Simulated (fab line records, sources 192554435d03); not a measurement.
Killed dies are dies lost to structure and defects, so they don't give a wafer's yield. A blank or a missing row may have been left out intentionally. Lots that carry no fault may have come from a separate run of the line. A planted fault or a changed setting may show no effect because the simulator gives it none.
fab line records -- flow n5_finfet
record lots=9, wafers=26, last_day=19
route steps=1938 shown BEOL_M4@1111 BEOL_M9@1469 BEOL_M10@1470 PASSIVATION@1936
lots that met no fault: from a run of the same line without faults
start_h: hours from the record's opening day to when the first of the lot's shown wafers began -- wait_h: time in hours since the lot's previous step -- " as in the row above -- L1.1+2: a single row standing in for several wafers -- - either no value or no given start -- * or withheld: withheld -- < > ~ a bound
route shown NAME@n: NAME is a module with steps in the file, n the number in the route of the first one -- usual: the fault-free wafers' mean and standard deviation -- same: alike in all rows -- chamber/n: place in a boat -- sites: the reading at each site -- _std_site: the standard deviation of these -- _edge_site: the outer-site mean with the inner-site mean subtracted -- radius_mm: for every site, how far away it sits from the centre of the wafer -- mask NAME#n: copy n -- behind: the last tool/chamber to shape the wafer -- hold: cause of the lot's hold/its duration in hours/its outcome -- device: names the non-switching transistor (n, p or np) -- end of line: at the end of the route, the tests of the same wafers -- a step without rows: its recipe alone -- killed: at the first sort, the dies lost to defects and structure; wafer yield is something else -- map: dies across one wafer; x = killed, . = not, _ = none there
set.NAME: the run value of the setting; set.NAME@STEP: its run value at that earlier step -- model.NAME: the simulator's own value behind a step, which no gauge read
the route's steps for a sample of lots (tables are steps, rows are wafers)
services: from which hour (start_h, from the record's first day; less than 0 if before it) a tool's chamber was out of use, for how many hours, and why
## steps
# step N5_BEOL_M4_RC_MEAS_101
# usual DIBL_N=36.3/2.2, DIBL_P=36.0/2.4, IOFF_N=0.16/0.042, IOFF_P=0.22/0.041, ION_N=672/14, ION_P=462/7.9, SS_N=71.7/0.76, SS_P=73.3/0.72, VT_N=250/3.6, VT_P=-249/3
lot.wafer,tool,chamber,start_h,wait_h,DIBL_N[mV/V],DIBL_P[mV/V],IOFF_N[nA/um],IOFF_P[nA/um],ION_N[uA/um],ION_P[uA/um],SS_N[mV/dec],SS_P[mV/dec],VT_N[mV],VT_P[mV]
L548.1,prober-02,0,175.75,0.0,37.1,36.6,0.18,0.24,673,467,71.0,73.4,251,-249
L548.2,prober-02,0,175.75,0.0,35.7,36.3,0.15,0.24,667,466,71.5,73.0,252,-246
L548.5,prober-02,0,175.75,0.0,38.0,37.9,0.20,0.27,679,463,72.0,73.9,244,-244
L549.1,prober-02,0,179.50,0.0,34.8,35.2,0.15,0.20,679,465,70.7,72.5,251,-251
L549.2,prober-02,0,179.50,0.0,38.0,37.8,0.21,0.26,687,464,72.2,74.1,248,-249
L549.5,prober-02,0,179.50,0.0,36.3,36.1,0.17,0.22,689,465,71.3,73.2,249,-251
L551.1,prober-02,0,191.97,0.0,37.0,38.2,0.18,0.25,675,465,72.0,74.1,248,-249
L551.3,prober-02,0,191.97,0.0,38.0,38.6,0.19,0.25,666,454,72.3,73.6,246,-251
L551.6,prober-02,0,191.97,0.0,37.0,37.7,0.17,0.24,676,470,72.0,73.1,247,-249
L553.1,prober-01,0,205.20,0.0,32.6,30.9,0.10,0.14,651,450,71.1,71.5,256,-253
L553.2,prober-01,0,205.20,0.0,35.4,35.6,0.16,0.20,671,460,71.6,72.7,248,-250
L553.6,prober-01,0,205.20,0.0,35.2,34.7,0.14,0.18,661,454,72.3,72.0,248,-250
L554.2,prober-02,0,209.20,0.2,35.0,34.9,0.15,0.21,661,459,71.3,72.7,253,-249
L554.5,prober-02,0,209.20,0.2,35.1,34.7,0.15,0.21,672,462,70.9,73.5,251,-250
L554.6,prober-02,0,209.20,0.2,37.3,37.2,0.20,0.27,673,466,71.7,74.0,247,-247
L555.1,prober-01,0,210.30,0.0,34.6,33.0,0.11,0.17,662,458,70.9,72.2,253,-253
L555.2,prober-01,0,210.30,0.0,36.1,34.1,0.13,0.19,663,458,71.0,72.6,253,-250
L555.5,prober-01,0,210.30,0.0,37.9,36.8,0.17,0.24,689,470,72.2,72.9,250,-246
L564.2,prober-01,0,269.69,0.2,35.7,35.3,0.14,0.18,650,445,71.6,72.7,253,-252
L564.4,prober-01,0,269.69,0.2,37.2,37.2,0.17,0.20,662,460,72.2,73.2,250,-251
L566.3,prober-01,0,313.19,0.3,37.3,39.3,0.20,0.30,689,482,70.9,74.7,244,-241
L566.5,prober-01,0,313.19,0.3,38.0,39.8,0.21,0.31,692,476,72.5,74.0,245,-244
L566.6,prober-01,0,313.19,0.3,33.8,34.4,0.12,0.19,661,460,70.5,72.2,252,-249
L570.1,prober-02,0,333.91,0.0,36.6,36.4,0.15,0.18,655,445,72.2,73.0,253,-253
L570.3,prober-02,0,333.91,0.0,34.5,35.3,0.13,0.18,664,459,70.8,72.3,251,-255
L570.6,prober-02,0,333.91,0.0,33.8,34.7,0.11,0.16,657,453,70.8,72.7,255,-252
# step N5_BEOL_M9_INSPECT_58
# recipe inspect_instrument=darkfield, mode=post_dep
# usual raw_defect_count=64/20
lot.wafer,tool,chamber,start_h,wait_h,raw_defect_count
L548.1,defect_inspect-02,-,217.50,0.0,120
L548.2,defect_inspect-02,-,217.50,0.0,66
L548.5,defect_inspect-02,-,217.50,0.0,104
L549.1,defect_inspect-01,-,225.99,0.0,58
L549.2,defect_inspect-01,-,225.99,0.0,66
L549.5,defect_inspect-01,-,225.99,0.0,58
L551.1,defect_inspect-02,-,236.91,0.0,83
L551.3,defect_inspect-02,-,236.91,0.0,38
L551.6,defect_inspect-02,-,236.91,0.0,49
L553.1,defect_inspect-02,-,247.17,0.0,47
L553.2,defect_inspect-02,-,247.17,0.0,76
L553.6,defect_inspect-02,-,247.17,0.0,54
L554.2,defect_inspect-01,-,252.04,0.0,119
L554.5,defect_inspect-01,-,252.04,0.0,60
L554.6,defect_inspect-01,-,252.04,0.0,75
L555.1,defect_inspect-02,-,252.32,0.0,51
L555.2,defect_inspect-02,-,252.32,0.0,67
L555.5,defect_inspect-02,-,252.32,0.0,58
L564.2,defect_inspect-02,-,313.45,0.0,60
L564.4,defect_inspect-02,-,313.45,0.0,49
L566.3,defect_inspect-01,-,362.59,0.0,48
L566.5,defect_inspect-01,-,362.59,0.0,77
L566.6,defect_inspect-01,-,362.59,0.0,81
L570.1,defect_inspect-01,-,391.68,0.0,50
L570.3,defect_inspect-01,-,391.68,0.0,43
L570.6,defect_inspect-01,-,391.68,0.0,47
# step N5_BEOL_M10_ILD_DEP_00
# recipe material=SiCOH_lowk, target_thk_a=3085.1, temp_c=300, precursor=DEMS/porogen, pressure_torr=5, rf_w=500, time_s=58
# usual heater_power_w=317/57, showerhead_plenum_p_Torr=5.746/0.019, throttle_valve_pct=14.0/1
lot.wafer,tool,chamber,start_h,wait_h,heater_power_w,showerhead_plenum_p_Torr,throttle_valve_pct
L548.1,pecvd-03,1,217.54,0.0,351,5.773,14.5
L548.2,pecvd-03,2,217.54,0.0,208,5.730,12.3
L548.5,pecvd-03,2,217.54,0.0,216,5.744,12.0
L549.1,pecvd-03,2,226.03,0.0,222,5.755,12.2
L549.2,pecvd-03,1,226.03,0.0,371,5.769,14.7
L549.5,pecvd-03,2,226.03,0.0,224,5.736,12.1
L551.1,pecvd-03,1,236.95,0.0,338,5.779,14.7
L551.3,pecvd-03,0,236.95,0.0,361,5.768,15.3
L551.6,pecvd-03,0,236.95,0.0,370,5.780,15.2
L553.1,pecvd-04,2,247.21,0.0,340,5.754,13.9
L553.2,pecvd-04,0,247.21,0.0,387,5.712,15.5
L553.6,pecvd-04,0,247.21,0.0,400,5.715,15.7
L554.2,pecvd-04,0,252.08,0.0,339,5.728,15.7
L554.5,pecvd-04,2,252.08,0.0,341,5.749,13.7
L554.6,pecvd-04,0,252.08,0.0,356,5.734,15.4
L555.1,pecvd-04,0,252.35,0.0,344,5.735,15.5
L555.2,pecvd-04,2,252.35,0.0,319,5.745,13.6
L555.5,pecvd-04,2,252.35,0.0,330,5.762,13.5
L564.2,pecvd-04,0,313.48,0.0,414,5.724,15.5
L564.4,pecvd-04,0,313.48,0.0,334,5.725,15.4
L566.3,pecvd-04,1,362.63,0.0,223,5.739,14.8
L566.5,pecvd-04,0,362.63,0.0,416,5.726,15.4
L566.6,pecvd-04,1,362.63,0.0,230,5.729,14.6
L570.1,pecvd-01,0,391.71,0.0,323,5.727,14.1
L570.3,pecvd-01,2,391.71,0.0,298,5.728,12.8
L570.6,pecvd-01,1,391.71,0.0,306,5.748,13.2
# step N5_BEOL_M10_ETCH_62
# recipe chemistry=N2/H2, target=SOC, target_depth_a=1100, overetch_a=220, mask_material=SiARC, temp_c=40, time_s=165, ion_energy_ev=200, pressure_mtorr=30, source_w=840, bias_w=150, n2_flow_sccm=200, h2_flow_sccm=200
# usual drypump_motor_current_A=5.7/0.42, h2_flow_sccm=200.1/0.63, oes_product_au=0.69/0.075, rf_vpp_V=524.8/2.9, showerhead_plenum_p_Torr=2.57/0.1, throttle_valve_pct=17.78/0.24
lot.wafer,tool,chamber,start_h,wait_h,drypump_motor_current_A,h2_flow_sccm,oes_product_au,rf_hours_counter_h,rf_vpp_V,showerhead_plenum_p_Torr,throttle_valve_pct
L548.1,rie_diel-05,1,221.83,0.0,5.5,200.7,0.57,245,523.1,2.48,17.92
L548.2,rie_diel-05,3,221.83,0.0,6.1,200.7,0.60,217,519.4,2.40,17.79
L548.5,rie_diel-05,2,221.83,0.0,6.1,199.9,0.62,-,527.3,2.63,18.01
L549.1,rie_diel-01,0,228.59,0.0,5.2,200.9,0.66,117,528.5,2.66,17.77
L549.2,rie_diel-01,3,228.59,0.0,5.7,200.2,0.75,27,529.0,2.71,18.10
L549.5,rie_diel-01,1,228.59,0.0,6.1,200.8,0.73,-,524.5,2.58,17.65
L551.1,rie_diel-01,0,238.96,0.0,5.1,199.6,0.65,122,529.2,2.66,17.76
L551.3,rie_diel-01,1,238.96,0.0,6.1,200.6,0.72,59,526.3,2.58,17.64
L551.6,rie_diel-01,3,238.96,0.0,5.7,200.3,0.76,-,527.9,2.71,18.09
L553.1,rie_diel-05,3,249.70,0.0,6.2,199.1,0.60,231,521.0,2.40,17.80
L553.2,rie_diel-05,0,249.70,0.0,6.1,200.0,0.79,7,528.5,2.71,17.38
L553.6,rie_diel-05,0,249.70,0.0,6.1,199.4,0.79,-,527.7,2.71,17.39
L554.2,rie_diel-05,0,253.43,0.0,6.1,200.1,0.79,8,526.8,2.71,17.39
L554.5,rie_diel-05,0,253.43,0.0,6.1,199.7,0.79,-,528.8,2.71,17.39
L554.6,rie_diel-05,2,253.43,0.0,6.1,199.8,0.61,-,526.2,2.62,18.03
L555.1,rie_diel-03,1,253.86,0.0,6.1,200.9,0.79,19,522.1,2.50,17.28
L555.2,rie_diel-03,3,253.86,0.0,5.2,200.2,0.60,217,520.0,2.40,18.03
L555.5,rie_diel-03,3,253.86,0.0,5.1,200.3,0.60,-,522.8,2.40,18.03
L564.2,rie_diel-01,2,315.14,0.0,5.6,200.5,0.70,89,526.5,2.57,17.73
L564.4,rie_diel-01,0,315.14,0.0,5.2,199.2,0.64,146,526.1,2.65,17.80
L566.3,rie_diel-05,2,364.07,0.0,6.2,200.1,0.58,246,526.0,2.61,18.11
L566.5,rie_diel-05,1,364.07,0.0,5.5,199.7,0.74,-,521.3,2.47,17.53
L566.6,rie_diel-05,2,364.07,0.0,6.2,200.0,0.59,-,527.3,2.61,18.11
L570.1,rie_diel-01,2,393.37,0.0,5.5,200.2,0.68,109,524.2,2.56,17.78
L570.3,rie_diel-01,3,393.37,0.0,5.7,199.6,0.70,77,526.0,2.69,18.17
L570.6,rie_diel-01,3,393.37,0.0,5.7,198.4,0.70,-,527.3,2.69,18.19
# step N5_BEOL_M10_EXPOSE_25
# recipe mask_id=V9, na=1.35, source_shape=annular, sigma_inner=0.5, sigma_outer=0.8, polarization=unpolarized, dose_mj=85.5
# usual exposure_dose_mJ_cm2=85.43/0.079
# same sigma_inner=0.5, sigma_outer=0.8
lot.wafer,tool,chamber,start_h,wait_h,mask,exposure_dose_mJ_cm2
L548.1,arfi_scanner-01,0,222.54,-,V9#0,85.57
L548.2,arfi_scanner-01,0,222.54,-,V9#0,85.45
L548.5,arfi_scanner-01,0,222.54,-,V9#0,85.36
L549.1,arfi_scanner-01,0,230.04,-,V9#0,85.42
L549.2,arfi_scanner-01,0,230.04,-,V9#0,85.47
L549.5,arfi_scanner-01,0,230.04,-,V9#0,85.30
L551.1,arfi_scanner-01,0,239.61,-,V9#0,97.03
L551.3,arfi_scanner-01,0,239.61,-,V9#0,97.16
L551.6,arfi_scanner-01,0,239.61,-,V9#0,97.01
L553.1,arfi_scanner-01,0,250.57,-,V9#0,94.78
L553.2,arfi_scanner-01,0,250.57,-,V9#0,94.76
L553.6,arfi_scanner-01,0,250.57,-,V9#0,94.76
L554.2,arfi_scanner-01,0,254.93,-,V9#0,92.91
L554.5,arfi_scanner-01,0,254.93,-,V9#0,92.95
L554.6,arfi_scanner-01,0,254.93,-,V9#0,92.87
L555.1,arfi_scanner-03,0,255.09,-,V9#0,85.60
L555.2,arfi_scanner-03,0,255.09,-,V9#0,85.48
L555.5,arfi_scanner-03,0,255.09,-,V9#0,85.48
L564.2,arfi_scanner-02,0,317.19,-,V9#0,85.38
L564.4,arfi_scanner-02,0,317.19,-,V9#0,85.28
L566.3,arfi_scanner-03,0,365.39,-,V9#0,85.47
L566.5,arfi_scanner-03,0,365.39,-,V9#0,85.46
L566.6,arfi_scanner-03,0,365.39,-,V9#0,85.49
L570.1,arfi_scanner-02,0,396.70,-,V9#0,85.43
L570.3,arfi_scanner-02,0,396.70,-,V9#0,85.43
L570.6,arfi_scanner-02,0,396.70,-,V9#0,85.38
# step N5_BEOL_M10_CD_MEAS_28
# recipe target_cd_nm=70, landing_energy_ev=500, detector=se_inlens, polarity=opening
# usual cd_nm=69.8/0.91
lot.wafer,tool,chamber,start_h,wait_h,cd_nm
L548.1,cd_sem-03,0,222.67,-,70.1
L548.2,cd_sem-03,0,222.67,-,68.9
L548.5,cd_sem-03,0,222.67,-,70.0
L549.1,cd_sem-02,0,230.17,-,69.1
L549.2,cd_sem-02,0,230.17,-,70.2
L549.5,cd_sem-02,0,230.17,-,70.2
L551.1,cd_sem-01,0,239.74,-,80.5
L551.3,cd_sem-01,0,239.74,-,81.4
L551.6,cd_sem-01,0,239.74,-,79.8
L553.1,cd_sem-03,0,250.71,-,79.6
L553.2,cd_sem-03,0,250.71,-,78.5
L553.6,cd_sem-03,0,250.71,-,79.7
L554.2,cd_sem-03,0,255.06,-,77.0
L554.5,cd_sem-03,0,255.06,-,76.7
L554.6,cd_sem-03,0,255.06,-,77.7
L555.1,cd_sem-03,0,255.22,-,70.1
L555.2,cd_sem-03,0,255.22,-,70.8
L555.5,cd_sem-03,0,255.22,-,70.5
L564.2,cd_sem-01,0,317.32,-,70.1
L564.4,cd_sem-01,0,317.32,-,71.5
L566.3,cd_sem-03,0,365.51,-,68.5
L566.5,cd_sem-03,0,365.51,-,68.1
L566.6,cd_sem-03,0,365.51,-,69.0
L570.1,cd_sem-01,0,396.83,-,68.4
L570.3,cd_sem-01,0,396.83,-,68.3
L570.6,cd_sem-01,0,396.83,-,68.3
# step N5_PASSIVATION_PROBE_49
# usual defect_limited_yield=91.3/1.7, killed_at_M0_to_M3=33/9.9, killed_at_M4_up=14/6.4, killed_at_contacts=12/7, killed_at_front_end=41/13, killed_at_other=3.1/2.9, killed_dies=103/20, killed_on_rim=13/4, killed_open=67/14, killed_short=34/9.4, sort_bin_5_function=5.1/1.1, sort_bin_6_memory=3.2/0.79, sort_n_pass=1077/21, sort_yield_pct=91.2/1.7
# same gross_dies=1180, killed_at_back_side=0, sort_bin_4_leakage[%]=0, sort_bin_8_speed[%]=0
lot.wafer,tool,chamber,start_h,wait_h,defect_limited_yield[%],killed_at_M0_to_M3,killed_at_M4_up,killed_at_contacts,killed_at_front_end,killed_at_other,killed_dies,killed_on_rim,killed_open,killed_short,sort_bin_5_function[%],sort_bin_6_memory[%],sort_n_pass,sort_yield_pct[%]
L548.1,prober-02,-,270.93,0.0,92.3,32,12,14,32,1,91,12,70,21,4.5,3.0,1089,92.3
L548.2,prober-02,-,270.98,0.1,89.9,64,5,7,42,1,119,17,74,45,5.8,3.9,1061,89.9
L548.5,prober-02,-,271.13,0.2,93.6,22,12,3,34,4,75,8,51,24,4.2,2.1,1105,93.6
L549.1,prober-01,-,277.56,0.0,91.4,22,17,14,48,0,101,14,64,33,4.2,3.8,1079,91.4
L549.2,prober-01,-,277.61,0.1,91.4,25,12,9,56,0,102,13,67,35,5.8,2.5,1078,91.4
L549.5,prober-01,-,277.76,0.2,90.3,26,9,17,62,1,115,9,65,49,6.5,2.5,1065,90.3
L551.1,prober-01,-,291.30,0.0,69.6,45,255,18,40,1,359,105,64,47,5.4,3.6,821,69.6
L551.3,prober-01,-,291.40,0.1,57.5,43,422,7,29,1,502,132,56,36,4.8,2.9,678,57.5
L551.6,prober-01,-,291.55,0.3,75.4,35,216,11,28,0,290,92,56,34,3.6,3.8,890,75.4
L554.2,prober-02,-,302.92,0.1,91.5,38,22,3,36,1,100,15,50,34,3.7,3.1,1080,91.5
L554.5,prober-02,-,303.07,0.2,91.1,33,16,5,50,1,105,22,67,36,5.2,3.2,1075,91.1
L554.6,prober-02,-,303.12,0.3,91.4,26,22,15,36,2,101,14,53,37,4.2,3.3,1079,91.4
L555.1,prober-01,-,304.99,0.0,90.7,27,16,6,55,6,110,12,58,48,5.9,2.9,1070,90.7
L555.2,prober-01,-,305.04,0.1,92.5,37,5,9,37,1,89,8,47,40,4.6,2.8,1091,92.5
L555.5,prober-01,-,305.19,0.2,91.9,27,8,6,49,6,96,14,54,40,5.2,2.7,1084,91.9
L553.1,prober-01,-,305.67,0.0,77.3,28,156,10,71,3,268,65,85,60,6.8,4.9,912,77.3
L553.2,prober-01,-,305.72,0.1,84.3,39,81,13,50,2,185,46,76,49,6.5,3.9,995,84.3
L553.6,prober-01,-,305.92,0.3,79.7,30,135,7,66,1,239,66,81,41,5.8,4.2,941,79.7
L564.2,prober-02,-,378.25,0.1,91.5,34,14,16,34,2,100,13,70,28,4.7,3.6,1080,91.5
L564.4,prober-02,-,378.35,0.2,90.6,34,16,7,44,10,111,14,69,38,5.0,3.9,1069,90.6
L566.3,prober-02,-,421.18,0.1,93.9,27,14,3,23,5,72,12,48,22,3.8,2.0,1108,93.9
L566.5,prober-02,-,421.28,0.2,92.8,33,12,4,34,2,85,5,59,25,4.0,3.1,1095,92.8
L566.6,prober-02,-,421.33,0.3,90.9,40,20,6,40,1,107,12,60,47,6.1,2.8,1073,90.9
L570.1,prober-02,-,461.80,0.0,91.0,34,22,5,40,5,106,17,68,32,5.5,2.8,1074,91.0
L570.3,prober-02,-,461.90,0.1,91.0,20,22,4,53,7,106,13,80,23,4.3,4.4,1074,91.0
L570.6,prober-02,-,462.05,0.3,90.8,40,21,8,33,7,109,11,74,31,4.7,4.1,1071,90.8
# killed by level:class
L548.1 BEOL_M0_SAQP:geometric_particle:open=12 MOL_CONTACT_COAG:geometric_particle:open=9 STI_FIN_REVEAL:geometric_particle:open=7 FIN_SAQP:geometric_particle:open=5 MOL_CONTACT_COAG:geometric_particle:short=5 BEOL_M2:geometric_particle:open=5 DUMMY_GATE:geometric_particle:open=4 GATE_CUT:geometric_particle:open=4
L548.2 BEOL_M3:geometric_particle:open=20 FIN_SAQP:geometric_particle:short=14 BEOL_M0_SAQP:geometric_particle:short=13 FIN_SAQP:geometric_particle:open=11 BEOL_M0_SAQP:geometric_particle:open=11 MOL_CONTACT_COAG:geometric_particle:open=6 BEOL_M2:geometric_particle:open=6 BEOL_M3:geometric_particle:short=6
L548.5 FIN_SAQP:geometric_particle:short=7 BEOL_M3:geometric_particle:open=7 FIN_SAQP:geometric_particle:open=6 STI_FIN_REVEAL:geometric_particle:open=6 DUMMY_GATE:geometric_particle:open=5 BEOL_M0_SAQP:geometric_particle:open=5 BEOL_M2:geometric_particle:open=5 BEOL_M0_SAQP:geometric_particle:short=3
L549.1 FIN_SAQP:geometric_particle:open=11 MOL_CONTACT_COAG:geometric_particle:open=11 GATE_CUT:geometric_particle:short=9 FIN_SAQP:geometric_particle:short=8 BEOL_M0_SAQP:geometric_particle:open=8 BEOL_M4:geometric_particle:open=7 GATE_CUT:geometric_particle:open=5 BEOL_M0_SAQP:geometric_particle:short=4
L549.2 FIN_SAQP:geometric_particle:short=13 FIN_SAQP:geometric_particle:open=11 STI_FIN_REVEAL:geometric_particle:open=8 MOL_CONTACT_COAG:geometric_particle:open=8 BEOL_M2:geometric_particle:open=8 BEOL_M4:geometric_particle:open=6 BEOL_M3:geometric_particle:open=5 DUMMY_GATE:geometric_particle:open=4
L549.5 FIN_SAQP:geometric_particle:short=18 MOL_CONTACT_COAG:geometric_particle:open=13 FIN_SAQP:geometric_particle:open=9 BEOL_M3:geometric_particle:open=9 GATE_CUT:geometric_particle:short=8 BEOL_M2:geometric_particle:open=5 STARTING-WAFER:geometric_particle:short=5 MOL_CONTACT_COAG:geometric_particle:short=4
L551.1 BEOL_M10:area_expose=247 MOL_CONTACT_COAG:geometric_particle:open=14 BEOL_M0_SAQP:geometric_particle:short=14 BEOL_M3:geometric_particle:open=10 FIN_SAQP:geometric_particle:short=8 STI_FIN_REVEAL:geometric_particle:open=8 BEOL_M0_SAQP:geometric_particle:open=6 BEOL_M2:geometric_particle:short=6
L551.3 BEOL_M10:area_expose=409 BEOL_M0_SAQP:geometric_particle:short=14 BEOL_M0_SAQP:geometric_particle:open=11 MOL_CONTACT_COAG:geometric_particle:open=6 DUMMY_GATE:geometric_particle:open=4 BEOL_M0:geometric_particle:open=4 BEOL_M1:geometric_particle:open=4 BEOL_M1:geometric_particle:short=4
L551.6 BEOL_M10:area_expose=200 STI_FIN_REVEAL:geometric_particle:open=7 MOL_CONTACT_COAG:geometric_particle:open=6 BEOL_M0_SAQP:geometric_particle:open=6 BEOL_M1:geometric_particle:short=6 STARTING-WAFER:geometric_particle:open=6 MOL_CONTACT_COAG:geometric_particle:short=5 BEOL_M2:geometric_particle:open=5
L554.2 BEOL_M10:area_expose=15 FIN_SAQP:geometric_particle:short=12 BEOL_M1:geometric_particle:open=10 BEOL_M3:geometric_particle:open=8 FIN_SAQP:geometric_particle:open=6 STI_FIN_REVEAL:geometric_particle:open=6 BEOL_M0_SAQP:geometric_particle:short=5 BEOL_M0_SAQP:geometric_particle:open=4
L554.5 FIN_SAQP:geometric_particle:short=17 FIN_SAQP:geometric_particle:open=11 BEOL_M1:geometric_particle:open=10 BEOL_M2:geometric_particle:open=7 BEOL_M3:geometric_particle:open=6 STI_FIN_REVEAL:geometric_particle:open=5 BEOL_M4:geometric_particle:open=4 STARTING-WAFER:geometric_particle:open=4
L554.6 FIN_SAQP:geometric_particle:short=14 MOL_CONTACT_COAG:geometric_particle:open=12 BEOL_M10:area_expose=9 BEOL_M3:geometric_particle:open=6 BEOL_M2:geometric_particle:open=6 BEOL_M6:geometric_particle:open=6 STI_FIN_REVEAL:geometric_particle:open=4 BEOL_M1:geometric_particle:open=4
L555.1 FIN_SAQP:geometric_particle:short=19 FIN_SAQP:geometric_particle:open=7 STI_FIN_REVEAL:geometric_particle:open=6 BEOL_M0_SAQP:geometric_particle:open=6 BEOL_M4:geometric_particle:open=6 SPACER0:geometric_particle:open=5 MOL_CONTACT_COAG:geometric_particle:open=5 BEOL_M1:geometric_particle:open=5
L555.2 GATE_CUT:geometric_particle:short=10 BEOL_M0_SAQP:geometric_particle:open=7 BEOL_M3:geometric_particle:open=7 MOL_CONTACT_COAG:geometric_particle:open=6 BEOL_M1:geometric_particle:open=6 BEOL_M0_SAQP:geometric_particle:short=5 BEOL_M2:geometric_particle:open=5 BEOL_M1:geometric_particle:short=4
L555.5 STI_FIN_REVEAL:geometric_particle:open=16 FIN_SAQP:geometric_particle:short=13 MOL_CONTACT_COAG:geometric_particle:open=6 BEOL_M3:geometric_particle:open=6 BEOL_M4:geometric_particle:short=5 DUMMY_GATE:geometric_particle:open=4 BEOL_M0_SAQP:geometric_particle:open=4 BEOL_M1:geometric_particle:open=4
L553.1 BEOL_M10:area_expose=123 FIN_SAQP:geometric_particle:short=26 BEOL_M4:geometric_particle:open=22 FIN_SAQP:geometric_particle:open=15 MOL_CONTACT_COAG:geometric_particle:open=8 BEOL_M0_SAQP:geometric_particle:open=6 STI_FIN_REVEAL:geometric_particle:open=6 GATE_CUT:geometric_particle:short=6
L553.2 BEOL_M10:area_expose=51 BEOL_M4:geometric_particle:open=16 BEOL_M0_SAQP:geometric_particle:open=12 MOL_CONTACT_COAG:geometric_particle:open=12 GATE_CUT:geometric_particle:short=11 FIN_SAQP:geometric_particle:short=10 HKMG_FIN:area_etch=9 BEOL_M2:geometric_particle:open=8
L553.6 BEOL_M10:area_expose=109 BEOL_M4:geometric_particle:open=14 FIN_SAQP:geometric_particle:open=12 FIN_SAQP:geometric_particle:short=11 BEOL_M0_SAQP:geometric_particle:open=11 STI_FIN_REVEAL:geometric_particle:open=8 HKMG_FIN:area_etch=8 MOL_CONTACT_COAG:geometric_particle:open=6
L564.2 MOL_CONTACT_COAG:geometric_particle:open=14 BEOL_M3:geometric_particle:open=9 STI_FIN_REVEAL:geometric_particle:open=9 BEOL_M0_SAQP:geometric_particle:short=7 BEOL_M0_SAQP:geometric_particle:open=6 BEOL_M4:geometric_particle:open=6 FIN_SAQP:geometric_particle:open=5 FIN_SAQP:geometric_particle:short=4
L564.4 FIN_SAQP:geometric_particle:short=15 BEOL_M0_SAQP:geometric_particle:open=10 FIN_SAQP:geometric_particle:open=7 STI_FIN_REVEAL:geometric_particle:open=7 MOL_CONTACT_COAG:geometric_particle:open=7 BEOL_M0_SAQP:geometric_particle:short=7 BEOL_M4:geometric_particle:open=7 BEOL_M3:geometric_particle:open=6
L566.3 BEOL_M3:geometric_particle:open=9 BEOL_M4:geometric_particle:open=7 FIN_SAQP:geometric_particle:short=6 BEOL_M2:geometric_particle:open=5 DUMMY_GATE:geometric_particle:open=4 BEOL_M0:geometric_particle:open=4 BEOL_M1:geometric_particle:open=4 MOL_CONTACT_COAG:geometric_particle:open=3
L566.5 BEOL_M3:geometric_particle:open=11 FIN_SAQP:geometric_particle:open=10 BEOL_M2:geometric_particle:open=7 FIN_SAQP:geometric_particle:short=6 DUMMY_GATE:geometric_particle:open=5 BEOL_M5:geometric_particle:open=5 MOL_CONTACT_COAG:geometric_particle:open=4 BEOL_M1:geometric_particle:open=4
L566.6 GATE_CUT:geometric_particle:short=13 BEOL_M0_SAQP:geometric_particle:short=8 BEOL_M2:geometric_particle:open=8 BEOL_M4:geometric_particle:open=7 BEOL_M3:geometric_particle:open=7 BEOL_M1:geometric_particle:open=6 BEOL_M3:geometric_particle:short=6 FIN_SAQP:geometric_particle:open=5
L570.1 BEOL_M3:geometric_particle:open=11 BEOL_M4:geometric_particle:open=11 STI_FIN_REVEAL:geometric_particle:open=8 BEOL_M0_SAQP:geometric_particle:short=7 BEOL_M0_SAQP:geometric_particle:open=7 FIN_SAQP:geometric_particle:short=5 HKMG_FIN:area_etch=5 FIN_SAQP:geometric_particle:open=4
L570.3 FIN_SAQP:geometric_particle:open=24 STI_FIN_REVEAL:geometric_particle:open=12 BEOL_M4:geometric_particle:open=7 FIN_SAQP:geometric_particle:short=6 BEOL_M0_SAQP:geometric_particle:open=6 BEOL_M2:geometric_particle:open=6 GATE_CUT:geometric_particle:short=4 MOL_CONTACT_COAG:geometric_particle:open=4
L570.6 BEOL_M0_SAQP:geometric_particle:open=16 STI_FIN_REVEAL:geometric_particle:open=10 BEOL_M4:geometric_particle:open=9 FIN_SAQP:geometric_particle:open=6 BEOL_M1:geometric_particle:open=6 MOL_CONTACT_COAG:geometric_particle:open=6 BEOL_M2:geometric_particle:open=5 BEOL_M3:geometric_particle:open=5
## services
tool,chamber,start_h,hours,kind
arfi_scanner-03,-,194.59,0.8,pm
arfi_scanner-01,-,209.21,10.0,repair
arfi_scanner-02,-,212.02,0.8,pm
arfi_scanner-03,-,213.35,1.0,pm
rie_diel-01,-,216.73,1.2,repair
arfi_scanner-03,-,222.91,4.9,pm
pecvd-04,0,231.97,6.2,repair
arfi_scanner-02,-,232.26,1.3,pm
arfi_scanner-03,-,234.37,1.3,pm
rie_diel-05,1,237.91,6.5,repair
arfi_scanner-01,-,247.91,1.0,pm
arfi_scanner-01,-,258.61,3.1,pm
arfi_scanner-01,-,278.00,1.0,pm
arfi_scanner-01,-,287.82,0.8,pm
arfi_scanner-01,-,290.98,1.3,pm
rie_diel-05,1,308.63,4.9,repair
arfi_scanner-02,-,310.60,0.8,pm
rie_diel-05,1,329.31,1.2,repair
arfi_scanner-03,-,330.85,3.9,pm
arfi_scanner-03,-,338.12,1.4,repair
arfi_scanner-03,-,359.87,1.3,pm
arfi_scanner-03,-,363.39,0.8,pm
arfi_scanner-03,-,377.39,0.5,repair
arfi_scanner-03,-,396.68,2.5,repair
## key
first_sign step=N5_BEOL_M10_EXPOSE_25, reading=exposure_dose_mJ_cm2, direction=up, sigmas=99+, usual=85.43, struck=94.91
effect step=N5_BEOL_M10_CD_MEAS_28, reading=cd_nm, direction=up, sigmas=10, usual=69.8, struck=79.0, through=control_loop
effect step=N5_PASSIVATION_PROBE_49, reading=killed_at_M4_up, direction=up, sigmas=21, usual=14, struck=147, wafers_moved=7
more_kills_born_at N5_BEOL_M10_EXPOSE_25@arfi_scanner-01=1165
met_at N5_BEOL_M10_EXPOSE_25
struck_lots L551,L553,L554
loop_trim step=N5_BEOL_M10_EXPOSE_25, setting=dose, lots=L553,L554
not_acting_at N5_BEOL_M9_INSPECT_58,N5_BEOL_M10_ILD_DEP_00,N5_BEOL_M10_ETCH_62
onset_between 230.04 239.61
fault kind=process_parameter_drift, tool=arfi_scanner-01, chamber=-, onset_h=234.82, steps=N5_BEOL_M10_EXPOSE_25, channel=dose_mj, offset=11.617, shape=step, acts_in=these_recipes_only, stated=85.5
# loop_trim: a control loop set the setting to another value than it would have without faults
